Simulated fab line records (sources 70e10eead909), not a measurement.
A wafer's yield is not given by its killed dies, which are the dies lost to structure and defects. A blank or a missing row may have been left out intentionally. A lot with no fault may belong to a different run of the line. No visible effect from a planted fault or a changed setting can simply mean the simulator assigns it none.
The tool behind it: which one? || flow nandHarc || 11 lots, 33 wafers sampled, at 7 steps of a route of 1302

WHAT EACH GAUGE READ, for each wafer
NHARC_P_M1_INSPECT_27.
{"lot": "L325", "measured": "day 6 11:42", "on": "defectInspect-01", "rawDefectCount": "230 419 243"}
{"lot": "L327", "measured": "day 7 01:32", "on": "defectInspect-01", "rawDefectCount": "533 583 659"}
{"lot": "L329", "measured": "day 8 02:33", "on": "defectInspect-02", "rawDefectCount": "187 381 323"}
{"lot": "L330", "measured": "day 8 06:29", "on": "defectInspect-02", "rawDefectCount": "729 202 260"}
{"lot": "L333", "measured": "day 9 17:31", "on": "defectInspect-02", "rawDefectCount": "274 246 139"}
{"lot": "L334", "measured": "day 10 03:39", "on": "defectInspect-01", "rawDefectCount": "373 528 245"}
{"lot": "L335", "measured": "day 10 17:38", "on": "defectInspect-01", "rawDefectCount": "285 250 363"}
{"lot": "L339", "measured": "day 12 11:47", "on": "defectInspect-01", "rawDefectCount": "237 290 234"}
{"lot": "L338", "measured": "day 12 14:09", "on": "defectInspect-02", "rawDefectCount": "121 191 258"}
{"lot": "L346", "measured": "day 14 22:26", "on": "defectInspect-01", "rawDefectCount": "997 260 923"}
{"lot": "L348", "measured": "day 15 17:36", "on": "defectInspect-01", "rawDefectCount": "122 998 257"}

NHARC_P_M2_INSPECT_11.
{"lot": "L325", "measured": "day 6 13:13", "on": "defectInspect-02", "rawDefectCount": "9 6 9"}
{"lot": "L327", "measured": "day 7 02:56", "on": "defectInspect-01", "rawDefectCount": "4 4 7"}
{"lot": "L329", "measured": "day 8 04:00", "on": "defectInspect-01", "rawDefectCount": "1 3 2"}
{"lot": "L330", "measured": "day 8 07:59", "on": "defectInspect-02", "rawDefectCount": "3 4 4"}
{"lot": "L333", "measured": "day 9 19:02", "on": "defectInspect-01", "rawDefectCount": "4 1 3"}
{"lot": "L334", "measured": "day 10 05:10", "on": "defectInspect-01", "rawDefectCount": "1 3 3"}
{"lot": "L335", "measured": "day 10 19:08", "on": "defectInspect-02", "rawDefectCount": "2 6 9"}
{"lot": "L339", "measured": "day 12 13:18", "on": "defectInspect-02", "rawDefectCount": "3 6 4"}
{"lot": "L338", "measured": "day 12 15:31", "on": "defectInspect-02", "rawDefectCount": "6 7 3"}
{"lot": "L346", "measured": "day 14 23:58", "on": "defectInspect-02", "rawDefectCount": "711 4 708"}
{"lot": "L348", "measured": "day 15 19:07", "on": "defectInspect-02", "rawDefectCount": "6 707 3"}

NHARC_END_SORT_01.
{"lot": "L346", "measured": "day 33 13:41", "on": "prober-02", "defectLimitedYield (%)": "35.7 98.1 35.3", "killedAtArray": "7 10 12", "killedAtOther": "0 1 1", "killedAtPeriphery": "428 2 425", "killedDies": "435 13 438", "killedOpen": "2 1 4", "killedShort": "1 4 0", "sort_bin_2_pct (%)": "24.4 0.7 25.7", "sort_bin_3_pct (%)": "4.3 0 4.7", "sort_bin_4_pct (%)": "35.6 1.2 34.3", "sortNPass": "242 664 239", "sortRimYieldPct (%)": "32 97 39", "sortYieldPct (%)": "35.7 98.1 35.3"}
{"lot": "L348", "measured": "day 33 05:45", "on": "prober-02", "defectLimitedYield (%)": "88.6 34.6 88.3", "killedAtArray": "72 35 75", "killedAtOther": "0 0 0", "killedAtPeriphery": "5 408 4", "killedDies": "77 443 79", "killedOpen": "3 1 3", "killedShort": "2 0 4", "sort_bin_2_pct (%)": "4.3 25.6 4.1", "sort_bin_3_pct (%)": "0.7 6.5 0.9", "sort_bin_4_pct (%)": "6.4 33.4 6.6", "sortNPass": "600 234 598", "sortRimYieldPct (%)": "92 37 89", "sortYieldPct (%)": "88.6 34.6 88.3"}

TOOL THAT RAN EACH LOT (tool first, then ch and the chambers of the sampled wafers, then the start)
{"lot": "L325", "NHARC_P_M0_PRE_CLEAN_29": "pvdSputter-03, day 6 07:39 or earlier", "NHARC_P_M0_PRE_CLEAN_31": "pecvd-02 ch 0,1,2, day 6 07:39", "NHARC_P_M1_CMP_23": "cmp-04 ch 0,2,3, day 6 11:15", "NHARC_P_M2_DESCUM_14": "rieDiel-04 ch 0,2,3, day 6 13:16"}
{"lot": "L327", "NHARC_P_M0_PRE_CLEAN_29": "pvdSputter-01, day 6 21:16 or earlier", "NHARC_P_M0_PRE_CLEAN_31": "pecvd-04 ch 0,1,2, day 6 21:16", "NHARC_P_M1_CMP_23": "cmp-04 ch 1,2, day 7 01:04", "NHARC_P_M2_DESCUM_14": "rieDiel-11 ch 1,2, day 7 02:59"}
{"lot": "L329", "NHARC_P_M0_PRE_CLEAN_29": "pvdSputter-01, day 7 22:17 or earlier", "NHARC_P_M0_PRE_CLEAN_31": "pecvd-02 ch 0,1, day 7 22:17", "NHARC_P_M1_CMP_23": "cmp-02 ch 0,1,2, day 8 02:08", "NHARC_P_M2_DESCUM_14": "rieDiel-04 ch 1,2,3, day 8 04:04"}
{"lot": "L330", "NHARC_P_M0_PRE_CLEAN_29": "pvdSputter-01, day 8 02:25 or earlier", "NHARC_P_M0_PRE_CLEAN_31": "pecvd-02 ch 0,2, day 8 02:25", "NHARC_P_M1_CMP_23": "cmp-02 ch 0,1, day 8 06:01", "NHARC_P_M2_DESCUM_14": "rieDiel-04 ch 1,3, day 8 08:02"}
{"lot": "L333", "NHARC_P_M0_PRE_CLEAN_29": "pvdSputter-01, day 9 13:26 or earlier", "NHARC_P_M0_PRE_CLEAN_31": "pecvd-04 ch 1,2, day 9 13:26", "NHARC_P_M1_CMP_23": "cmp-02 ch 1,2, day 9 17:02", "NHARC_P_M2_DESCUM_14": "rieDiel-11 ch 1,2,3, day 9 19:07"}
{"lot": "L334", "NHARC_P_M0_PRE_CLEAN_29": "pvdSputter-01, day 9 23:30 or earlier", "NHARC_P_M0_PRE_CLEAN_31": "pecvd-04 ch 0,1,2, day 9 23:30", "NHARC_P_M1_CMP_23": "cmp-04 ch 0,1,2, day 10 03:10", "NHARC_P_M2_DESCUM_14": "rieDiel-01 ch 0,1,2, day 10 05:14"}
{"lot": "L335", "NHARC_P_M0_PRE_CLEAN_29": "pvdSputter-02, day 10 13:33 or earlier", "NHARC_P_M0_PRE_CLEAN_31": "pecvd-03 ch 0,1,2, day 10 13:33", "NHARC_P_M1_CMP_23": "cmp-02 ch 1,2, day 10 17:10", "NHARC_P_M2_DESCUM_14": "rieDiel-11 ch 0,1,2, day 10 19:12"}
{"lot": "L339", "NHARC_P_M0_PRE_CLEAN_29": "pvdSputter-01, day 12 07:11 or earlier", "NHARC_P_M0_PRE_CLEAN_31": "pecvd-02 ch 0,1,2, day 12 07:11", "NHARC_P_M1_CMP_23": "cmp-04 ch 0,1,2, day 12 11:20", "NHARC_P_M2_DESCUM_14": "rieDiel-01 ch 1,3, day 12 13:22"}
{"lot": "L338", "NHARC_P_M0_PRE_CLEAN_29": "pvdSputter-01, day 12 10:01 or earlier", "NHARC_P_M0_PRE_CLEAN_31": "pecvd-02 ch 0,1,2, day 12 10:01", "NHARC_P_M1_CMP_23": "cmp-04 ch 0,1,3, day 12 13:41", "NHARC_P_M2_DESCUM_14": "rieDiel-04 ch 1,2,3, day 12 15:35"}
{"lot": "L346", "NHARC_P_M0_PRE_CLEAN_29": "pvdSputter-01, day 14 18:16 or earlier", "NHARC_P_M0_PRE_CLEAN_31": "pecvd-03 ch 0,1,2, day 14 18:16", "NHARC_P_M1_CMP_23": "cmp-04 ch 1,2, day 14 21:58", "NHARC_P_M2_DESCUM_14": "rieDiel-11 ch 0,2,3, day 15 00:02"}
{"lot": "L348", "NHARC_P_M0_PRE_CLEAN_29": "pvdSputter-01, day 15 13:38 or earlier", "NHARC_P_M0_PRE_CLEAN_31": "pecvd-04 ch 0,1,2, day 15 13:38", "NHARC_P_M1_CMP_23": "cmp-04 ch 1,2,3, day 15 17:08", "NHARC_P_M2_DESCUM_14": "rieDiel-01 ch 0,1,3, day 15 19:10"}
- NHARC_P_M0_PRE_CLEAN_29: time 30 s.
- NHARC_P_M0_PRE_CLEAN_31: time 12 s.
- NHARC_P_M1_CMP_23: polishes, t overpolish 20 s, target thk 157.82 nm.
- NHARC_P_M2_DESCUM_14: chemistry O2, time 3 s.

WHAT THE TOOLS THEMSELVES READ (means of the sampled wafers that have a number; where no wafer has one, the mark that the record gives instead)
NHARC_P_M0_PRE_CLEAN_29.
{"lot": "L325", "tool": "pvdSputter-03", "heaterPowerW (W)": 385}
{"lot": "L327", "tool": "pvdSputter-01", "heaterPowerW (W)": 457}
{"lot": "L329", "tool": "pvdSputter-01", "heaterPowerW (W)": 420}
{"lot": "L330", "tool": "pvdSputter-01", "heaterPowerW (W)": 380}
{"lot": "L333", "tool": "pvdSputter-01", "heaterPowerW (W)": 409}
{"lot": "L334", "tool": "pvdSputter-01", "heaterPowerW (W)": 397}
{"lot": "L335", "tool": "pvdSputter-02", "heaterPowerW (W)": 388}
{"lot": "L339", "tool": "pvdSputter-01", "heaterPowerW (W)": 439}
{"lot": "L338", "tool": "pvdSputter-01", "heaterPowerW (W)": 386}
{"lot": "L346", "tool": "pvdSputter-01", "heaterPowerW (W)": 437}
{"lot": "L348", "tool": "pvdSputter-01", "heaterPowerW (W)": 400}

NHARC_P_M0_PRE_CLEAN_31.
{"lot": "L325", "tool": "pecvd-02", "heaterPowerW (W)": 597}
{"lot": "L327", "tool": "pecvd-04", "heaterPowerW (W)": 628}
{"lot": "L329", "tool": "pecvd-02", "heaterPowerW (W)": 656}
{"lot": "L330", "tool": "pecvd-02", "heaterPowerW (W)": 582}
{"lot": "L333", "tool": "pecvd-04", "heaterPowerW (W)": 647}
{"lot": "L334", "tool": "pecvd-04", "heaterPowerW (W)": 603}
{"lot": "L335", "tool": "pecvd-03", "heaterPowerW (W)": 635}
{"lot": "L339", "tool": "pecvd-02", "heaterPowerW (W)": 603}
{"lot": "L338", "tool": "pecvd-02", "heaterPowerW (W)": 584}
{"lot": "L346", "tool": "pecvd-03", "heaterPowerW (W)": 686}
{"lot": "L348", "tool": "pecvd-04", "heaterPowerW (W)": 672}

NHARC_P_M1_CMP_23.
{"lot": "L325", "tool": "cmp-04", "motorCurrentA (A)": 12.8, "timeToEndpointS (s)": 28}
{"lot": "L327", "tool": "cmp-04", "motorCurrentA (A)": 12.4, "timeToEndpointS (s)": 28}
{"lot": "L329", "tool": "cmp-02", "motorCurrentA (A)": 11.8, "timeToEndpointS (s)": 24}
{"lot": "L330", "tool": "cmp-02", "motorCurrentA (A)": 12.3, "timeToEndpointS (s)": 26}
{"lot": "L333", "tool": "cmp-02", "motorCurrentA (A)": 12.2, "timeToEndpointS (s)": 25}
{"lot": "L334", "tool": "cmp-04", "motorCurrentA (A)": 11.9, "timeToEndpointS (s)": 28}
{"lot": "L335", "tool": "cmp-02", "motorCurrentA (A)": 11.9, "timeToEndpointS (s)": 22}
{"lot": "L339", "tool": "cmp-04", "motorCurrentA (A)": 11.5, "timeToEndpointS (s)": 28}
{"lot": "L338", "tool": "cmp-04", "motorCurrentA (A)": 12.7, "timeToEndpointS (s)": 26}
{"lot": "L346", "tool": "cmp-04", "motorCurrentA (A)": 12.1, "timeToEndpointS (s)": 28}
{"lot": "L348", "tool": "cmp-04", "motorCurrentA (A)": 12.5, "timeToEndpointS (s)": 31}

NHARC_P_M2_DESCUM_14.
{"lot": "L325", "tool": "rieDiel-04", "drypumpMotorCurrentA (A)": 5.4, "oesProductAu (a.u.)": 1.001, "rfVppV (V)": 58.1, "showerheadPlenumPTorr (Torr)": 1.95, "throttleValvePct (%)": 11.309}
{"lot": "L327", "tool": "rieDiel-11", "drypumpMotorCurrentA (A)": 6.0, "oesProductAu (a.u.)": 0.990, "rfVppV (V)": 58.2, "showerheadPlenumPTorr (Torr)": 1.90, "throttleValvePct (%)": 11.310}
{"lot": "L329", "tool": "rieDiel-04", "drypumpMotorCurrentA (A)": 5.6, "oesProductAu (a.u.)": 0.998, "rfVppV (V)": 58.2, "showerheadPlenumPTorr (Torr)": 1.95, "throttleValvePct (%)": 11.318}
{"lot": "L330", "tool": "rieDiel-04", "drypumpMotorCurrentA (A)": 5.7, "oesProductAu (a.u.)": 1.011, "rfVppV (V)": 57.6, "showerheadPlenumPTorr (Torr)": 1.99, "throttleValvePct (%)": 11.306}
{"lot": "L333", "tool": "rieDiel-11", "drypumpMotorCurrentA (A)": 5.7, "oesProductAu (a.u.)": 1.004, "rfVppV (V)": 58.1, "showerheadPlenumPTorr (Torr)": 1.94, "throttleValvePct (%)": 11.305}
{"lot": "L334", "tool": "rieDiel-01", "drypumpMotorCurrentA (A)": 5.6, "oesProductAu (a.u.)": 1.005, "rfVppV (V)": 58.1, "showerheadPlenumPTorr (Torr)": 1.95, "throttleValvePct (%)": 11.311}
{"lot": "L335", "tool": "rieDiel-11", "drypumpMotorCurrentA (A)": 6.0, "oesProductAu (a.u.)": 0.998, "rfVppV (V)": 57.4, "showerheadPlenumPTorr (Torr)": 1.88, "throttleValvePct (%)": 11.312}
{"lot": "L339", "tool": "rieDiel-01", "drypumpMotorCurrentA (A)": 5.8, "oesProductAu (a.u.)": 0.988, "rfVppV (V)": 58.0, "showerheadPlenumPTorr (Torr)": 1.96, "throttleValvePct (%)": 11.318}
{"lot": "L338", "tool": "rieDiel-04", "drypumpMotorCurrentA (A)": 5.6, "oesProductAu (a.u.)": 0.998, "rfVppV (V)": 57.9, "showerheadPlenumPTorr (Torr)": 1.94, "throttleValvePct (%)": 11.318}
{"lot": "L346", "tool": "rieDiel-11", "drypumpMotorCurrentA (A)": 5.7, "oesProductAu (a.u.)": 0.994, "rfVppV (V)": 57.9, "showerheadPlenumPTorr (Torr)": 1.93, "throttleValvePct (%)": 11.313}
{"lot": "L348", "tool": "rieDiel-01", "drypumpMotorCurrentA (A)": 5.6, "oesProductAu (a.u.)": 1.006, "rfVppV (V)": 57.4, "showerheadPlenumPTorr (Torr)": 1.90, "throttleValvePct (%)": 11.312}

THE ANSWER, worked out from the rows above alone
Rule: what is usual is taken from the lots themselves. The widest of any qualifying gaps counts: lots, ordered by their means at a reading, are off when they make up no more than a third of the lots, leave a main group of 4 or more, and stand apart from it by 3 or more times the standard deviation of that group's means. A main group is skipped when, at the precision printed for the reading in the tables above, its means are all equal. A lot without any number at a reading at which 4 lots or more have one is off too. Any other lot the step has rows for is counted as sound. First the gauges in route order, then the tools' own readings, where a lot's mean is used as printed above. The first step at which some lot is off is used, and at that step the reading that is off furthest; a lot without a number counts as furthest.
Off: L346, L348, at NHARC_P_M2_INSPECT_11 (rawDefectCount). Main group: mean 4.3, sd 1.8.
If a tool, at a process step before that reading, ran all the lots that are off and no sound lot after the first of them, it fits. Those tools and the gauges at NHARC_P_M2_INSPECT_11 are tried in the same way. Because NHARC_P_M0_PRE_CLEAN_29 lacks a start for some lots, the hours and order of its lots are taken from NHARC_P_M0_PRE_CLEAN_31. Can't be told from this: 3 tools fit, pvdSputter-01 at NHARC_P_M0_PRE_CLEAN_29, cmp-04 at NHARC_P_M1_CMP_23, defectInspect-02 at NHARC_P_M2_INSPECT_11.

WHAT HAD BEEN PUT IN BY THE SIMULATOR
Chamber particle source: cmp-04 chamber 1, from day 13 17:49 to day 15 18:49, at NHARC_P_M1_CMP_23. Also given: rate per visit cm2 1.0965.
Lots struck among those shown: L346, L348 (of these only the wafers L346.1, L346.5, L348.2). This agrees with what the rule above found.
